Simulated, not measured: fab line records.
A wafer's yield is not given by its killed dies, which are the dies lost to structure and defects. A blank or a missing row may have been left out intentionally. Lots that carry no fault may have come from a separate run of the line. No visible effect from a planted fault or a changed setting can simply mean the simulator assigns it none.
Struck lot and sound lot, side by side -- flow n5_finfet -- 36 out of 1938 route steps
Sound: wafers L161.1, L161.4, L161.6. Struck: wafers L167.1, L167.3, L167.6. The cause is given at the end.
Order at every step that has rows: each side's tool, ch and its chambers, its first start. Under that, the readings that differ: sound wafers -- struck wafers -- difference of the means -- sigmas: that difference in standard deviations of wafers without a fault.
alike: same words and numbers on both sides, and readings whose means sit less than 2 such deviations apart. not compared: any withheld reading, any reading some wafer has no value for, any bound like >300 that may hide the same value, and any number with overlapping values for which the record gives no deviation.
The two part at a step that has a row with sigmas, a row that says differs or no value, or rows on one side only. Numbers that have no deviation but don't overlap get no sigmas and don't part them. Lack of a reading on every wafer of one side parts them only where that side has two or more wafers.

first, 9 steps without rows for these wafers: N5_BEOL_M8_ILD_DEP_00 (deposits SiCOH lowk from DEMS/porogen, target thk 179.75 nm, time 33.4 s); N5_BEOL_M8_CURE_74 (cures SiCOH lowk, time 240 s); N5_BEOL_M8_PECVD_70 (deposits SiO2 from TEOS/O2, target thk 20 nm, time 22.7 s); N5_BEOL_M8_HM_DEP_02 (deposits TiN, target thk 20 nm); N5_BEOL_M8_COAT_59 (time 60 s, resist thk 100 nm); N5_BEOL_M8_COAT_60 (time 60 s, resist thk 35 nm); N5_BEOL_M8_COAT_05 (resist thk 90 nm); N5_BEOL_M8_EBR_07; N5_BEOL_M8_SOFTBAKE_06 (time 60 s).
N5_BEOL_M8_EXPOSE_08: exposes mask M8.
  sound on arfi_scanner-01 ch 0, day 9 16:58; struck on arfi_scanner-01 ch 0, day 10 17:51
reading,sound,struck,difference,sigmas
exposure_dose_mJ_cm2,68.23 68.20 68.24,75.73 75.87 75.82,+7.58,+99 or more
  alike: mask, reticle_temp_C
then, 2 steps without rows for these wafers: N5_BEOL_M8_PEB_09 (peb time 60 s); N5_BEOL_M8_DEVELOP_10 (develop time 30 s).
N5_BEOL_M8_CD_MEAS_11: the cd target is 38.5 nm.
  sound on cd_sem-03 ch 0, day 9 17:05; struck on cd_sem-03 ch 0, day 10 17:59
reading,sound,struck,difference,sigmas
cd_nm (nm),38.3 39.2 38.7,42.6 43.5 43.5,+4.5,+6
then, 1 step without rows for these wafers: N5_BEOL_M8_DESCUM_16 (chemistry O2, time 7.9 s).
N5_BEOL_M8_ETCH_61: etches SiARC in CF4, target depth 45.5 nm, time 75.8 s.
  sound on rie_diel-05 ch 0,2,3, day 9 17:23; struck on rie_diel-02 ch 0,2,3, day 10 19:44
reading,sound,struck,difference,sigmas
model.BEOL_M8.cd_offset_nm (nm),-0.4 0.6 -0.2,4 5.2 4.8,+5,
  alike: drypump_motor_current_A, etch_rf_on_time_s, oes_product_au, rf_vpp_V, showerhead_plenum_p_Torr, throttle_valve_pct
  not compared: rf_hours_counter_h
then, 5 steps without rows for these wafers: N5_BEOL_M8_ETCH_62 (etches SOC in N2/H2, target depth 110 nm, overetch 22 nm, time 165 s); N5_BEOL_M8_STRIP_68 (strips in N2/H2); N5_BEOL_M8_STRIP_67 (strips in CF4); N5_BEOL_M8_HM_OPEN_17 (chemistry Cl2/BCl3, target TiN, target depth 20 nm, overetch 6 nm); N5_BEOL_M8_STRIP_19 (strips in O2).
N5_BEOL_M8_CD_MEAS_18: pitch 80 nm, target cd 40 nm.
  sound on cd_sem-02, day 9 17:49; struck on cd_sem-02, day 10 20:11
reading,sound,struck,difference,sigmas
cd_nm (nm),39.9 40.9 39.0,43.4 45.1 45.3,+4.7,+6
then, 13 steps without rows for these wafers: N5_BEOL_M8_COAT_63 (time 60 s, resist thk 60 nm); N5_BEOL_M8_COAT_64 (time 60 s, resist thk 12 nm); N5_BEOL_M8_COAT_71 (time 60 s, resist thk 5 nm); N5_BEOL_M8_COAT_22 (resist thk 30 nm); N5_BEOL_M8_EBR_24; N5_BEOL_M8_SOFTBAKE_23 (time 60 s); N5_BEOL_M8_EXPOSE_25 (exposes mask V7, target cd 40 nm); N5_BEOL_M8_PEB_26 (peb time 60 s); N5_BEOL_M8_DEVELOP_27 (develop time 30 s); N5_BEOL_M8_DESCUM_33 (chemistry O2, time 7 s); N5_BEOL_M8_ETCH_72 (etches underlayer in N2/H2, target depth 6.5 nm, time 5.2 s); N5_BEOL_M8_ETCH_65 (etches SiARC in CF4, target depth 15.6 nm, time 26 s); N5_BEOL_M8_ETCH_66 (etches SOC in N2/H2, target depth 80 nm, overetch 16 nm, time 120 s).
-- a jump in the record: the struck wafers' starts before and after are 2 days apart (it breaks off in module BEOL_M8 and resumes in module BEOL_M15, where the first step shown is number 1830 of the route) --
N5_BEOL_M15_RC_MEAS_101:
  sound on prober-01 ch 0, day 11 20:25; struck on prober-02 ch 0, day 13 03:46
reading,sound,struck,difference,sigmas
COMB_M14 (S/m),2.5e-12 2.9e-12 2.9e-12,4.7e-12 3.8e-12 5e-12,+1.7e-12,+2
SERP_M8 (ohm/um),14.4 12.8 14.3,12.3 11.7 12.1,-1.8,-3
SERP_M8_max_site (ohm/um),15.1 14.0 15.5,12.6 12.0 12.2,-2.6,-4
  alike: COMB_M10, COMB_M11, COMB_M12, COMB_M13, COMB_M15, COMB_M5, COMB_M6, COMB_M7, COMB_M8, COMB_M8_max_site, COMB_M9, SERP_M10, SERP_M11, SERP_M12, SERP_M12_max_site, SERP_M13, SERP_M14, SERP_M5, SERP_M6, SERP_M7, SERP_M9
N5_PASSIVATION_PROBE_49:
  sound on prober-02, day 12 11:09; struck on prober-01, day 13 18:17
reading,sound,struck,difference,sigmas
defect_limited_yield (%),92.3 93.8 91.9,90.8 85.5 82.2,-6.5,-5
killed_at_M4_up,11 13 10,21 92 120,+66,+12
killed_dies,91 73 96,108 171 210,+76,+4
killed_on_rim,11 9 13,18 52 65,+34,+9
sort_n_pass,1089 1107 1084,1064 1009 968,-80,-4
sort_yield_pct (%),92.3 93.8 91.9,90.2 85.5 82.0,-6.8,-4
  alike: killed_at_M0_to_M3, killed_at_contacts, killed_at_front_end, killed_at_other, killed_open, killed_short, sort_bin_5_function, sort_bin_6_memory, sort_bin_8_speed

## WHERE THEY PART
Earliest at N5_BEOL_M8_EXPOSE_08; latest, in this record, at N5_PASSIVATION_PROBE_49.

WHY: whatever the simulator had introduced
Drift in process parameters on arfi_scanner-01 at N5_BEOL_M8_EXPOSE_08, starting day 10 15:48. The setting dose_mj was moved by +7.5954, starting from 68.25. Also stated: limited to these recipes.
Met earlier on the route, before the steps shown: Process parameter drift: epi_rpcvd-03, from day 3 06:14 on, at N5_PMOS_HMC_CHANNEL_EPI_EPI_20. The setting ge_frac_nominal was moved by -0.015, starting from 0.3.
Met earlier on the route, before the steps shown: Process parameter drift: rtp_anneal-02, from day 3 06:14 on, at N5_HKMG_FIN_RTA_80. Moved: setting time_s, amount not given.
